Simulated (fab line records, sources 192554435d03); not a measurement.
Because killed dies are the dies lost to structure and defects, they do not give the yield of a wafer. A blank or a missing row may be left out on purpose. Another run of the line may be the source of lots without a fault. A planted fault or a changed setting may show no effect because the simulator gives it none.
Matching of chambers ; flow n5-finfet ; N5_BEOL_M0_CUTY_ETCH_63 on rie-diel-03 has 4 sister chambers
The step etches SOC in N2/H2, target depth 82.7 nm, overetch 16.5 nm, time 124 s. 8 wafers are shown with their chamber, then 7 later ones without.

== EACH WAFER AND ITS CHAMBER ==
wafer;chamber;drypump-motor-current-A (A);throttle-valve-pct (%)
L077.2;0;5.4;17.79
L077.3;3;5.5;17.76
L083.2;1;6.6;17.51
L086.1;2;6.0;18.40
L086.2;1;6.6;17.52
L086.4;0;5.3;17.83
L087.1;2;6.0;18.44
L087.5;3;5.5;17.79

== WAFERS WITH NO CHAMBER GIVEN ==
wafer;drypump-motor-current-A (A);throttle-valve-pct (%)
L087.6;5.4;17.82
L089.1;5.4;17.84
L089.3;5.5;17.80
L089.4;6.6;17.52
L092.2;5.5;17.80
L092.4;6.6;17.56
L092.6;5.5;17.80

== CHAMBER TAKEN BY EACH ==
wafer;from the rows above;in truth
L087.6;can't be placed: 0 or 3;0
L089.1;0;0
L089.3;3;3
L089.4;1;1
L092.2;3;3
L092.4;1;1
L092.6;3;3
6 of 7 placed correctly. From these rows, 1 cannot be placed; in 1 the true chamber is one of the candidates. Placed wrongly: 0.
How it was worked out, from the rows above alone: a wafer's distance from a chamber is the root of the sum, over the readings, of the square of ((its reading less the chamber's mean) divided by the reading's scatter). The wafer belongs to the nearest chamber; if the next one is less than 2 further off, it can't be placed. For every chamber, the mean is computed from those of its wafers that are shown. The scatter: take each reading less its chamber's mean, square it, sum over the shown wafers, divide by the number of wafers less the number of chambers, and take the root.
